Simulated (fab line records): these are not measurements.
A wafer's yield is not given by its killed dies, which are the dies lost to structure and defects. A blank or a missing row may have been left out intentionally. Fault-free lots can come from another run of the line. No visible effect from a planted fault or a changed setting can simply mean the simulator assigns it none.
fab line records | flow n5-finfet
[record] lots = 7 | wafers = 21
route steps=1938 shown BEOL_M12@1639 BEOL_M13@1710 BEOL_M14@1716 BEOL_M15@1797 MIM_TOP@1835
start-h: the number of hours between the record's first day and the start of the first shown wafer of the lot | wait-h: hours since the lot's step before | " repeats the value in the row above | L1.1+2: a row that stands for several wafers | - no value present, or no start provided | * or withheld: withheld | < > ~ a bound
route shown NAME@n: a module of which the file shows steps, and the number in the route of the first | usual: average and standard deviation across the fault-free wafers | same: alike in all rows | chamber/n: place in a boat | sites: each site's reading | _std_site: standard deviation of those values | _edge_site: the outer-site mean with the inner-site mean subtracted | radius-mm: how far each site lies from the wafer's centre | mask NAME#n: copy n | behind: the tool/chamber that last shaped the wafer | hold: why the lot was held/for how many hours/how that ended | device: transistor that didn't switch, given as n, p or np | end of line: at the end of the route, the tests of the same wafers | a step with no rows: only its recipe | killed: dies that structure and defects cost at the first sort, which is not the same as the wafer's yield | map: a wafer's dies, marking killed ones x, the rest . and places with no die _
set.NAME: setting as actually run; set.NAME@STEP: the setting as run at that earlier step | model.NAME: the simulator's own value behind a step, which no gauge read
one table per step and one row per wafer, for lots whose settings were changed on purpose
[[steps]]
[step N5_BEOL_M12_TRENCH_ETCH_34]
[recipe] chemistry = C4F8/O2/Ar | target = SiOC | target-depth-a = 3189.5 | mask-material = SOC | pressure-mtorr = 30 | source-w = 3000 | bias-w = 700 | Ar_flow_sccm = 400 | C4F8_flow_sccm = 15 | O2_flow_sccm = 8 | he-inner-torr = 15 | he-outer-torr = 30 | time-s = 125.5 | ion-energy-ev = 250
lot.wafer | tool        | chamber | start-h | wait-h | set.time-s | model.etch.depth-nm
L075.1    | rie-diel-05 | 1       | 261.55  | 0.0    | 125.5      | 321.3
L075.3    | "           | 0       | "       | "      | 125.5      | 309.7
L075.4    | "           | 1       | "       | "      | 125.5      | 320.3
L084.3    | rie-diel-01 | 2       | 298.24  | 0.0    | 125.5      | 314.6
L084.4    | "           | 0       | "       | "      | 125.5      | 316.7
L084.6    | "           | 2       | "       | "      | 125.5      | 316.2
L083.1    | rie-diel-01 | 3       | 303.65  | 0.0    | 116.1      | 305.9
L083.2    | "           | 0       | "       | "      | 116.1      | 295.5
L083.6    | "           | 2       | "       | "      | 125.5      | 316.3
L089.1    | rie-diel-06 | 1       | 346.11  | 0.0    | 125.5      | 321.1
L089.2    | "           | 2       | "       | "      | 125.5      | 311.4
L089.4    | "           | 0       | "       | "      | 152.4      | 369.4
L091.4    | rie-diel-01 | 1       | 357.20  | 0.0    | 102.9      | 251.9
L091.5    | "           | 2       | "       | "      | 102.9      | 258.6
L091.6    | "           | 3       | "       | "      | 125.5      | 329.5
L095.3    | rie-diel-01 | 2       | 369.63  | 0.0    | 116.5      | 294
L095.4    | "           | 1       | "       | "      | 116.5      | 286
L095.5    | "           | 1       | "       | "      | 125.5      | 309.1
L097.2    | rie-diel-01 | 3       | 403.68  | 0.0    | 144        | 373.7
L097.4    | "           | 0       | "       | "      | 125.5      | 321.5
L097.5    | "           | 1       | "       | "      | 144        | 354.2
[step N5_BEOL_M12_STRIP_70]
[recipe] chemistry = C4F8/O2/Ar | resist = SiARC | rf-frequency-hz = 6e+07
[step N5_BEOL_M12_OCD_MEAS_35]
[usual] trench-depth-nm = 318/6.8
lot.wafer | tool   | chamber | start-h | wait-h | set.time-s@BEOL_M12_TRENCH_ETCH_34 | trench-depth-nm
L075.1    | ocd-02 | -       | 261.70  | 0.0    | 125.5                              | 321
L075.3    | "      | -       | "       | "      | 125.5                              | 309
L075.4    | "      | -       | "       | "      | 125.5                              | 321
L084.3    | ocd-02 | -       | 298.40  | 0.0    | 125.5                              | 315
L084.4    | "      | -       | "       | "      | 125.5                              | 317
L084.6    | "      | -       | "       | "      | 125.5                              | 316
L083.1    | ocd-02 | -       | 303.80  | 0.0    | 116.1                              | 306
L083.2    | "      | -       | "       | "      | 116.1                              | 295
L083.6    | "      | -       | "       | "      | 125.5                              | 316
L089.1    | ocd-01 | -       | 346.27  | 0.0    | 125.5                              | 321
L089.2    | "      | -       | "       | "      | 125.5                              | 311
L089.4    | "      | -       | "       | "      | 152.4                              | 370
L091.4    | ocd-01 | -       | 357.35  | 0.0    | 102.9                              | 252
L091.5    | "      | -       | "       | "      | 102.9                              | 259
L091.6    | "      | -       | "       | "      | 125.5                              | 329
L095.3    | ocd-02 | -       | 369.79  | 0.0    | 116.5                              | 294
L095.4    | "      | -       | "       | "      | 116.5                              | 286
L095.5    | "      | -       | "       | "      | 125.5                              | 309
L097.2    | ocd-02 | -       | 403.83  | 0.0    | 144                                | 373
L097.4    | "      | -       | "       | "      | 125.5                              | 321
L097.5    | "      | -       | "       | "      | 144                                | 355
[step N5_BEOL_M12_STRIP_37]
[recipe] chemistry = N2/H2 | power-w = 1000 | temp-c = 250 | h2-frac = 0.65 | overash-fraction = 0.3 | pressure-mtorr = withheld | n2-flow-sccm = 1750 | h2-flow-sccm = 3250
[step N5_BEOL_M12_ETCH_38]
[recipe] chemistry = CF4/N2 | target = SiCN | target-depth-a = 687 | taper-deg = 2 | time-s = 73.4 | ion-energy-ev = 150 | mask-material = SiO2 | pressure-mtorr = 40 | source-w = 430 | bias-w = 70 | Ar_flow_sccm = 100 | cf4-flow-sccm = 60 | n2-flow-sccm = 60
[step N5_BEOL_M12_ECD_47]
[recipe] material = Cu | target-thk-a = 7200
[step N5_BEOL_M12_ANNEAL_48]
[recipe] temp-c = 225 | time-s = 90 | ambient = N2
[step N5_BEOL_M12_CMP_49]
[recipe] stop-on = SiOC | t-overpolish-s = 20.6 | down-force-psi = 1 | platen-rpm = 50 | clearing-platen-down-force-psi = 1.5 | clearing-platen-rpm = 50 | post-cmp-clean = cu-alkaline | target-thk-nm = 320 | clearing-platen-pad-velocity-m-s = 0.99484 | pad-velocity-m-s = 0.99484
lot.wafer | tool   | chamber | start-h | wait-h | set.time-s@BEOL_M12_TRENCH_ETCH_34 | model.Cu_of_BEOL_M12_ECD_47.thk-nm
L075.1    | cmp-03 | 3       | 263.53  | 0.3    | 125.5                              | 323.2
L075.4    | "      | 0       | "       | "      | 125.5                              | 320.6
L075.3    | "      | 1       | "       | "      | 125.5                              | 309.2
L084.4    | cmp-02 | 2       | 303.43  | 0.2    | 125.5                              | 318.4
L084.3    | "      | 3       | "       | "      | 125.5                              | 316.2
L084.6    | "      | 0       | "       | "      | 125.5                              | 314.8
L083.1    | cmp-03 | 1       | 311.20  | 0.3    | 116.1                              | 306.6
L083.2    | "      | 0       | "       | "      | 116.1                              | 296.6
L083.6    | "      | 2       | "       | "      | 125.5                              | 317.6
L089.1    | cmp-02 | 0       | 350.35  | 0.3    | 125.5                              | 322
L089.4    | "      | 1       | "       | "      | 152.4                              | 371
L089.2    | "      | 2       | "       | "      | 125.5                              | 313.2
L091.4    | cmp-03 | 3       | 361.08  | 0.2    | 102.9                              | 254.2
L091.5    | "      | 0       | "       | "      | 102.9                              | 259.8
L091.6    | "      | 1       | "       | "      | 125.5                              | 330.4
L095.4    | cmp-04 | 2       | 375.45  | 0.2    | 116.5                              | 285.8
L095.3    | "      | 0       | "       | "      | 116.5                              | 295.4
L095.5    | "      | 1       | "       | "      | 125.5                              | 309.2
L097.4    | cmp-03 | 2       | 407.07  | 0.1    | 125.5                              | 323.6
L097.2    | "      | 0       | "       | "      | 144                                | 373.4
L097.5    | "      | 2       | "       | "      | 144                                | 355.4
[step N5_BEOL_M12_THK_MEAS_50]
[recipe] thk-meas-gauge = xrf | reads = Cu_of_BEOL_M12_ECD_47
[usual] M12_THK = 325/7
lot.wafer | tool          | chamber | start-h | wait-h | set.time-s@BEOL_M12_TRENCH_ETCH_34 | M12_THK[nm]
L075.1    | film-metro-01 | -       | 263.79  | -      | 125.5                              | 330
L075.3    | "             | -       | "       | "      | 125.5                              | 314
L075.4    | "             | -       | "       | "      | 125.5                              | 325
L084.3    | film-metro-01 | -       | 303.65  | -      | 125.5                              | 324
L084.4    | "             | -       | "       | "      | 125.5                              | 326
L084.6    | "             | -       | "       | "      | 125.5                              | 322
L083.1    | film-metro-02 | -       | 311.49  | -      | 116.1                              | 312
L083.2    | "             | -       | "       | "      | 116.1                              | 302
L083.6    | "             | -       | "       | "      | 125.5                              | 324
L089.1    | film-metro-02 | -       | 350.60  | -      | 125.5                              | 326
L089.2    | "             | -       | "       | "      | 125.5                              | 315
L089.4    | "             | -       | "       | "      | 152.4                              | 376
L091.4    | film-metro-02 | -       | 361.26  | -      | 102.9                              | 259
L091.5    | "             | -       | "       | "      | 102.9                              | 263
L091.6    | "             | -       | "       | "      | 125.5                              | 337
L095.3    | film-metro-01 | -       | 375.71  | -      | 116.5                              | 301
L095.4    | "             | -       | "       | "      | 116.5                              | 293
L095.5    | "             | -       | "       | "      | 125.5                              | 316
L097.2    | film-metro-02 | -       | 407.37  | -      | 144                                | 382
L097.4    | "             | -       | "       | "      | 125.5                              | 330
L097.5    | "             | -       | "       | "      | 144                                | 362
[step N5_BEOL_M12_PRE_CLEAN_52]
[recipe] gas = NH3 | time-s = 15 | temp-c = withheld | rf-power-w = 300
[step N5_BEOL_M12_DEP_53]
[recipe] material = SiCN | target-thk-a = 300 | temp-c = withheld | precursor = 3MS/NH3 | pressure-torr = 3 | rf-w = 675 | time-s = 10.5
[step N5_BEOL_M12_RS_MEAS_54]
[recipe] thk-meas-gauge = four-point-probe | reads = Cu_of_BEOL_M12_ECD_47+Ta_of_BEOL_M12_SPUTTER_44+TaN_of_BEOL_M12_SPUTTER_43
[usual] M12_RS = 0.0603/0.0013
lot.wafer | tool          | chamber | start-h | wait-h | set.time-s@BEOL_M12_TRENCH_ETCH_34 | M12_RS[ohm/sq]
L075.1    | film-metro-02 | -       | 263.92  | 0.0    | 125.5                              | 0.0594
L075.3    | "             | -       | "       | "      | 125.5                              | 0.0621
L075.4    | "             | -       | "       | "      | 125.5                              | 0.0599
L084.3    | film-metro-02 | -       | 303.78  | 0.0    | 125.5                              | 0.0609
L084.4    | "             | -       | "       | "      | 125.5                              | 0.0604
L084.6    | "             | -       | "       | "      | 125.5                              | 0.0610
L083.1    | film-metro-01 | -       | 311.62  | 0.0    | 116.1                              | 0.0627
L083.2    | "             | -       | "       | "      | 116.1                              | 0.0651
L083.6    | "             | -       | "       | "      | 125.5                              | 0.0606
L089.1    | film-metro-01 | -       | 350.73  | 0.0    | 125.5                              | 0.0596
L089.2    | "             | -       | "       | "      | 125.5                              | 0.0614
L089.4    | "             | -       | "       | "      | 152.4                              | 0.0515
L091.4    | film-metro-02 | -       | 361.42  | 0.1    | 102.9                              | 0.0765
L091.5    | "             | -       | "       | "      | 102.9                              | 0.0747
L091.6    | "             | -       | "       | "      | 125.5                              | 0.0581
L095.3    | film-metro-02 | -       | 375.84  | 0.0    | 116.5                              | 0.0653
L095.4    | "             | -       | "       | "      | 116.5                              | 0.0678
L095.5    | "             | -       | "       | "      | 125.5                              | 0.0623
L097.2    | film-metro-02 | -       | 407.49  | 0.0    | 144                                | 0.0511
L097.4    | "             | -       | "       | "      | 125.5                              | 0.0594
L097.5    | "             | -       | "       | "      | 144                                | 0.0539
[step N5_BEOL_M13_CMP_49]
[recipe] stop-on = SiOC | t-overpolish-s = 17.1 | down-force-psi = 1 | platen-rpm = 50 | clearing-platen-down-force-psi = 1.5 | clearing-platen-rpm = 50 | post-cmp-clean = cu-alkaline | target-thk-nm = 420 | clearing-platen-pad-velocity-m-s = 0.99484 | pad-velocity-m-s = 0.99484
[usual] barrier-field-endpoint-s = 30.0/0.83
lot.wafer | tool   | chamber | start-h | wait-h | set.down-force-psi | barrier-field-endpoint-s
L075.3    | cmp-04 | 0       | 277.29  | 0.2    | 1.126              | 27.1
L075.4    | "      | 2       | "       | "      | 1.126              | 26.1
L075.1    | "      | 3       | "       | "      | 1                  | 30.4
L084.3    | cmp-01 | 0       | 314.14  | 0.2    | 1                  | 30.4
L084.4    | "      | 3       | "       | "      | 1                  | 29.2
L084.6    | "      | 0       | "       | "      | 1                  | 30.5
L083.1    | cmp-01 | 1       | 316.53  | 0.3    | 0.8583             | 35.1
L083.2    | "      | 3       | "       | "      | 0.8583             | 35.6
L083.6    | "      | 1       | "       | "      | 1                  | 29.9
L089.4    | cmp-03 | 2       | 357.58  | 0.1    | 1                  | 30.9
L089.2    | "      | 3       | "       | "      | 1                  | 30.3
L089.1    | "      | 1       | "       | "      | 1                  | 29.9
L091.4    | cmp-04 | 1       | 370.84  | 0.2    | 1                  | 28.7
L091.5    | "      | 3       | "       | "      | 1.092              | 27.7
L091.6    | "      | 0       | "       | "      | 1                  | 30.3
L095.3    | cmp-01 | 1       | 385.11  | 0.2    | 1                  | 28.9
L095.4    | "      | 3       | "       | "      | 0.7784             | 38.1
L095.5    | "      | 1       | "       | "      | 1                  | 29.2
L097.4    | cmp-03 | 3       | 411.61  | 0.3    | 1                  | 30.8
L097.2    | "      | 0       | "       | "      | 1                  | 29.1
L097.5    | "      | 3       | "       | "      | 0.8583             | 36.3
[step N5_BEOL_M14_ILD_DEP_00]
[recipe] material = SiO2 | target-thk-a = 11193 | temp-c = 400 | precursor = TEOS/O2 | pressure-torr = 6.5 | rf-w = 900 | teos-flow-sccm = 161.4 | gas = O2 | flow-sccm = 2650 | time-s = 237.4
lot.wafer | tool     | chamber | start-h | wait-h | set.temp-c | model.SiO2_of_BEOL_M14_ILD_DEP_00.thk-nm
L075.1    | pecvd-03 | 0       | 277.77  | 0.0    | 406.8      | 1073
L075.3    | "        | 1       | "       | "      | 400        | 1126
L075.4    | "        | 0       | "       | "      | 400        | 1134
L084.3    | pecvd-03 | 2       | 314.62  | 0.0    | 400        | 1123
L084.4    | "        | 0       | "       | "      | 400        | 1132
L084.6    | "        | 2       | "       | "      | 400        | 1142
L083.1    | pecvd-04 | 1       | 317.05  | 0.0    | 405.5      | 1062
L083.2    | "        | 0       | "       | "      | 400        | 1111
L083.6    | "        | 0       | "       | "      | 405.5      | 1089
L089.1    | pecvd-03 | 1       | 358.06  | 0.0    | 400        | 1111
L089.2    | "        | 2       | "       | "      | 400        | 1118
L089.4    | "        | 2       | "       | "      | 400        | 1131
L091.4    | pecvd-03 | 1       | 371.33  | 0.1    | 407.7      | 1063
L091.5    | "        | 0       | "       | "      | 400        | 1139
L091.6    | "        | 2       | "       | "      | 407.7      | 1060
L095.3    | pecvd-03 | 2       | 385.56  | 0.0    | 395.9      | 1145
L095.4    | "        | 0       | "       | "      | 400        | 1137
L095.5    | "        | 1       | "       | "      | 400        | 1119
L097.2    | pecvd-04 | 1       | 412.06  | 0.0    | 397.4      | 1112
L097.4    | "        | 1       | "       | "      | 400        | 1102
L097.5    | "        | 2       | "       | "      | 400        | 1127
[step N5_BEOL_M14_THK_MEAS_01]
[recipe] reads = SiO2_of_BEOL_M14_ILD_DEP_00
[usual] M14_ILD_THK = 1124/15
lot.wafer | tool          | chamber | start-h | wait-h | set.temp-c@BEOL_M14_ILD_DEP_00 | M14_ILD_THK[nm]
L075.1    | film-metro-02 | -       | 277.96  | 0.1    | 406.8                          | 1073
L075.3    | "             | -       | "       | "      | 400                            | 1126
L075.4    | "             | -       | "       | "      | 400                            | 1133
L084.3    | film-metro-02 | -       | 314.81  | 0.1    | 400                            | 1123
L084.4    | "             | -       | "       | "      | 400                            | 1131
L084.6    | "             | -       | "       | "      | 400                            | 1140
L083.1    | film-metro-02 | -       | 317.24  | 0.1    | 405.5                          | 1063
L083.2    | "             | -       | "       | "      | 400                            | 1110
L083.6    | "             | -       | "       | "      | 405.5                          | 1088
L089.1    | film-metro-01 | -       | 358.25  | 0.1    | 400                            | 1111
L089.2    | "             | -       | "       | "      | 400                            | 1117
L089.4    | "             | -       | "       | "      | 400                            | 1131
L091.4    | film-metro-01 | -       | 371.44  | 0.0    | 407.7                          | 1063
L091.5    | "             | -       | "       | "      | 400                            | 1139
L091.6    | "             | -       | "       | "      | 407.7                          | 1059
L095.3    | film-metro-01 | -       | 386.03  | 0.4    | 395.9                          | 1145
L095.4    | "             | -       | "       | "      | 400                            | 1137
L095.5    | "             | -       | "       | "      | 400                            | 1119
L097.2    | film-metro-02 | -       | 412.25  | 0.1    | 397.4                          | 1112
L097.4    | "             | -       | "       | "      | 400                            | 1101
L097.5    | "             | -       | "       | "      | 400                            | 1126
[step N5_BEOL_M14_COAT_58]
[recipe] resist = BARC | temp-c = 205 | time-s = 60 | spin-rpm = 1500 | resist-thk-nm = 89
[step N5_BEOL_M14_COAT_04]
[recipe] spin-rpm = 1704 | resist-thk-nm = 800
[step N5_BEOL_M14_DESCUM_15]
[recipe] chemistry = O2 | time-s = 7.9 | source-power-w = 50 | bias-power-w = 20 | pressure-mtorr = 20 | rf-frequency-hz = 2.712e+07 | temp-c = 40 | o2-flow-sccm = 225
[step N5_BEOL_M14_ETCH_59]
[recipe] chemistry = N2/H2 | target = BARC | target-depth-a = 890 | overetch-a = 267 | time-s = 67.9 | ion-energy-ev = 200 | pressure-mtorr = 30 | source-w = 840 | bias-w = 150 | n2-flow-sccm = 200 | h2-flow-sccm = 200
[step N5_BEOL_M14_VIA_ETCH_16]
[recipe] chemistry = C4F8/O2/Ar | target = SiO2 | he-inner-torr = 15 | he-outer-torr = 30 | target-depth-a = 12313 | time-s = withheld | ion-energy-ev = 800 | pressure-mtorr = 20 | source-w = 1905 | bias-w = 2040 | Ar_flow_sccm = 400 | C4F8_flow_sccm = 16 | O2_flow_sccm = 12 | ends = cleared
lot.wafer | tool        | chamber | start-h | wait-h | set.temp-c@BEOL_M14_ILD_DEP_00 | model.etch.depth-nm
L075.1    | rie-diel-06 | 3       | 279.25  | 0.0    | 406.8                          | 1073
L075.3    | "           | 0       | "       | "      | 400                            | 1126
L075.4    | "           | 2       | "       | "      | 400                            | 1134
L084.3    | rie-diel-06 | 3       | 315.29  | 0.0    | 400                            | 1123
L084.4    | "           | 2       | "       | "      | 400                            | 1132
L084.6    | "           | 3       | "       | "      | 400                            | 1142
L083.1    | rie-diel-06 | 2       | 318.26  | 0.0    | 405.5                          | 1062
L083.2    | "           | 3       | "       | "      | 400                            | 1111
L083.6    | "           | 0       | "       | "      | 405.5                          | 1089
L089.1    | rie-diel-01 | 1       | 358.74  | 0.0    | 400                            | 1111
L089.2    | "           | 3       | "       | "      | 400                            | 1118
L089.4    | "           | 0       | "       | "      | 400                            | 1131
L091.4    | rie-diel-01 | 0       | 372.04  | 0.0    | 407.7                          | 1063
L091.5    | "           | 3       | "       | "      | 400                            | 1139
L091.6    | "           | 2       | "       | "      | 407.7                          | 1060
L095.3    | rie-diel-01 | 2       | 386.69  | 0.0    | 395.9                          | 1145
L095.4    | "           | 3       | "       | "      | 400                            | 1137
L095.5    | "           | 2       | "       | "      | 400                            | 1119
L097.2    | rie-diel-01 | 2       | 412.95  | 0.0    | 397.4                          | 1112
L097.4    | "           | 3       | "       | "      | 400                            | 1102
L097.5    | "           | 2       | "       | "      | 400                            | 1127
[step N5_BEOL_M15_COAT_22]
[recipe] spin-rpm = 1704 | resist-thk-nm = 800
lot.wafer | tool           | chamber | start-h | wait-h | set.spin-rpm | model.coat_of_BEOL_M15_COAT_22.thk-nm
L075.1    | litho-track-01 | 0       | -       | -      | 1704         | 804.2
L075.3    | "              | 0       | "       | "      | 1704         | 804.8
L075.4    | "              | 0       | "       | "      | 1704         | 802.8
L084.3    | litho-track-02 | 0       | -       | -      | 1704         | 800.2
L084.4    | "              | 0       | "       | "      | 1704         | 798.8
L084.6    | "              | 0       | "       | "      | 1704         | 800.4
L083.1    | litho-track-01 | 0       | -       | -      | 1855         | 770
L083.2    | "              | 0       | "       | "      | 1704         | 803.6
L083.6    | "              | 0       | "       | "      | 1855         | 772
L089.1    | litho-track-02 | 0       | -       | -      | 1775         | 785.6
L089.2    | "              | 0       | "       | "      | 1704         | 800.2
L089.4    | "              | 0       | "       | "      | 1775         | 784
L091.4    | litho-track-05 | 0       | -       | -      | 1704         | 798.2
L091.5    | "              | 0       | "       | "      | 1704         | 797
L091.6    | "              | 0       | "       | "      | 1704         | 800
L095.3    | litho-track-01 | 0       | -       | -      | 1704         | 802
L095.4    | "              | 0       | "       | "      | 1704         | 802.2
L095.5    | "              | 0       | "       | "      | 1859         | 768
L097.2    | litho-track-01 | 0       | -       | -      | 1704         | 799
L097.4    | "              | 0       | "       | "      | 1762         | 789.2
L097.5    | "              | 0       | "       | "      | 1704         | 799.4
[step N5_BEOL_M15_EXPOSE_25]
[recipe] mask-id = M15 | na = 0.8 | source-shape = annular | sigma-inner = 0.5 | sigma-outer = 0.8 | polarization = unpolarized | target-cd-nm = 400 | dose-mj = 35.5
lot.wafer  | tool           | chamber | start-h | wait-h | mask  | set.dose-mj
L075.1+3+4 | krf-scanner-01 | 0       | 288.86  | -      | M15#0 | 35.5
L084.3+4+6 | krf-scanner-01 | 0       | 323.52  | -      | M15#0 | 35.5
L083.1+2+6 | krf-scanner-02 | 0       | 328.40  | -      | M15#0 | 35.5
L089.1+2+4 | krf-scanner-02 | 0       | 365.59  | -      | M15#0 | 35.5
L091.4+5+6 | krf-scanner-01 | 0       | 383.63  | -      | M15#0 | 35.5
L095.3+4+5 | krf-scanner-01 | 0       | 393.10  | -      | M15#0 | 35.5
L097.2+5   | krf-scanner-02 | 0       | 419.54  | -      | M15#0 | 38.14
L097.4     | "              | 0       | "       | "      | M15#0 | 35.5
[step N5_BEOL_M15_PEB_26]
[recipe] peb-temp-c = 130 | peb-time-s = 90
[step N5_BEOL_M15_DEVELOP_27]
[recipe] develop-time-s = 45 | rinse-liquid = diw | dry = air-spin | dev-temp-c = 21
[step N5_BEOL_M15_DESCUM_33]
[recipe] chemistry = O2 | time-s = 7.9 | source-power-w = 50 | bias-power-w = 20 | pressure-mtorr = 20 | rf-frequency-hz = 2.712e+07 | temp-c = 40 | o2-flow-sccm = 225
[step N5_BEOL_M15_ETCH_61]
[recipe] chemistry = N2/H2 | target = BARC | target-depth-a = 890 | overetch-a = 267 | time-s = 67.9 | ion-energy-ev = 200 | pressure-mtorr = 30 | source-w = 840 | bias-w = 150 | n2-flow-sccm = 200 | h2-flow-sccm = 200
[step N5_BEOL_M15_TRENCH_ETCH_34]
[recipe] chemistry = C4F8/O2/Ar | target = SiO2 | target-depth-a = 8729.3 | he-inner-torr = 15 | he-outer-torr = 30 | time-s = 199 | ion-energy-ev = 800 | pressure-mtorr = 20 | source-w = 1905 | bias-w = 2040 | Ar_flow_sccm = 400 | C4F8_flow_sccm = 16 | O2_flow_sccm = 12
lot.wafer | tool        | chamber | start-h | wait-h | set.spin-rpm@BEOL_M15_COAT_22 | model.coat_of_BEOL_M15_COAT_22.thk-nm
L075.1    | rie-diel-04 | 3       | 289.21  | 0.0    | 1704                          | 548.4
L075.3    | "           | 0       | "       | "      | 1704                          | 550.4
L075.4    | "           | 1       | "       | "      | 1704                          | 546
L084.3    | rie-diel-03 | 3       | 323.86  | 0.0    | 1704                          | 545.8
L084.4    | "           | 2       | "       | "      | 1704                          | 545.6
L084.6    | "           | 1       | "       | "      | 1704                          | 544.2
L083.1    | rie-diel-04 | 2       | 328.83  | 0.0    | 1855                          | 519.2
L083.2    | "           | 0       | "       | "      | 1704                          | 548.6
L083.6    | "           | 1       | "       | "      | 1855                          | 517.2
L089.1    | rie-diel-03 | 3       | 366.43  | 0.0    | 1775                          | 535
L089.2    | "           | 0       | "       | "      | 1704                          | 545.4
L089.4    | "           | 1       | "       | "      | 1775                          | 529.8
L091.4    | rie-diel-02 | 0       | 383.96  | 0.0    | 1704                          | 539.2
L091.5    | "           | 2       | "       | "      | 1704                          | 534.2
L091.6    | "           | 1       | "       | "      | 1704                          | 542
L095.3    | rie-diel-03 | 0       | 393.83  | 0.0    | 1704                          | 544.6
L095.4    | "           | 2       | "       | "      | 1704                          | 534.6
L095.5    | "           | 2       | "       | "      | 1859                          | 498.8
L097.2    | rie-diel-04 | 0       | 419.88  | 0.0    | 1704                          | 544.6
L097.4    | "           | 3       | "       | "      | 1762                          | 536.4
L097.5    | "           | 2       | "       | "      | 1704                          | 547.2
[step N5_MIM_TOP_ALD_01]
[recipe] material = HfO2 | target-thk-a = 56 | temp-c = withheld | ald-precursor-family = Hf-amide | ald-co-reactant = O3 | pulse-time-s = 1 | purge-time-s = 3 | co-reactant-purge-time-s = 2 | co-reactant-pulse-time-s = 3 | ald-cycles = 62
lot.wafer  | tool      | chamber | start-h | wait-h | set.ald-cycles | model.HfO2_of_MIM_TOP_ALD_01.thk-nm
L075.1     | ald-hk-01 | 0       | -       | -      | 62             | 5.6
L075.3+4   | "         | 1,2     | "       | "      | 56             | 5
L084.3+4+6 | ald-hk-03 | 3,0,3   | -       | -      | 62             | 5.6
L083.1     | ald-hk-01 | 0       | -       | -      | 62             | 5.6
L083.2+6   | "         | 3,2     | "       | "      | 70             | 6.4
L089.1     | ald-hk-02 | 0       | -       | -      | 70             | 6.4
L089.2+4   | "         | 2,3     | "       | "      | 62             | 5.6
L091.4     | ald-hk-01 | 0       | -       | -      | 62             | 5.6
L091.5+6   | "         | 2,1     | "       | "      | 71             | 6.4
L095.3+4   | ald-hk-01 | 1,3     | -       | -      | 62             | 5.6
L095.5     | "         | 3       | "       | "      | 69             | 6.2
L097.2+4+5 | ald-hk-02 | 3,1,3   | -       | -      | 62             | 5.6
[[key]]
[split] step = N5_BEOL_M12_TRENCH_ETCH_34 | setting = time-s | stated = 125.5 | by = wafer
[response] step = N5_BEOL_M12_TRENCH_ETCH_34 | reading = model.etch.depth-nm | change = +3.03 | per = 1% | r = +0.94
[response] step = N5_BEOL_M12_OCD_MEAS_35 | reading = trench-depth-nm | change = +3.03 | per = 1% | r = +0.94
[response] step = N5_BEOL_M12_CMP_49 | reading = model.Cu_of_BEOL_M12_ECD_47.thk-nm | change = +3 | per = 1% | r = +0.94
[response] step = N5_BEOL_M12_THK_MEAS_50 | reading = M12_THK | change = +3.1 | per = 1% | r = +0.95
[response] step = N5_BEOL_M12_RS_MEAS_54 | reading = M12_RS | change = -0.000601 | per = 1% | r = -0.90
[split] step = N5_BEOL_M13_CMP_49 | setting = down-force-psi | stated = 1 | by = wafer
[response] step = N5_BEOL_M13_CMP_49 | reading = barrier-field-endpoint-s | change = -0.381 | per = 1% | r = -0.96
[split] step = N5_BEOL_M14_ILD_DEP_00 | setting = temp-c | stated = 400 | by = wafer
[response] step = N5_BEOL_M14_ILD_DEP_00 | reading = model.SiO2_of_BEOL_M14_ILD_DEP_00.thk-nm | change = -31.3 | per = 1% | r = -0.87
[response] step = N5_BEOL_M14_THK_MEAS_01 | reading = M14_ILD_THK | change = -31.2 | per = 1% | r = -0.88
[response] step = N5_BEOL_M14_VIA_ETCH_16 | reading = model.etch.depth-nm | change = -31.2 | per = 1% | r = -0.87
[split] step = N5_BEOL_M15_COAT_22 | setting = spin-rpm | stated = 1704 | by = wafer
[response] step = N5_BEOL_M15_COAT_22 | reading = model.coat_of_BEOL_M15_COAT_22.thk-nm | change = -3.67 | per = 1% | r = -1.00
[response] step = N5_BEOL_M15_TRENCH_ETCH_34 | reading = model.coat_of_BEOL_M15_COAT_22.thk-nm | change = -3.82 | per = 1% | r = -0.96
[split] step = N5_BEOL_M15_EXPOSE_25 | setting = dose-mj | stated = 35.5 | by = wafer
response none clear
[split] step = N5_MIM_TOP_ALD_01 | setting = ald-cycles | stated = 62 | by = wafer
[response] step = N5_MIM_TOP_ALD_01 | reading = model.HfO2_of_MIM_TOP_ALD_01.thk-nm | change = +0.0586 | per = 1% | r = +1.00
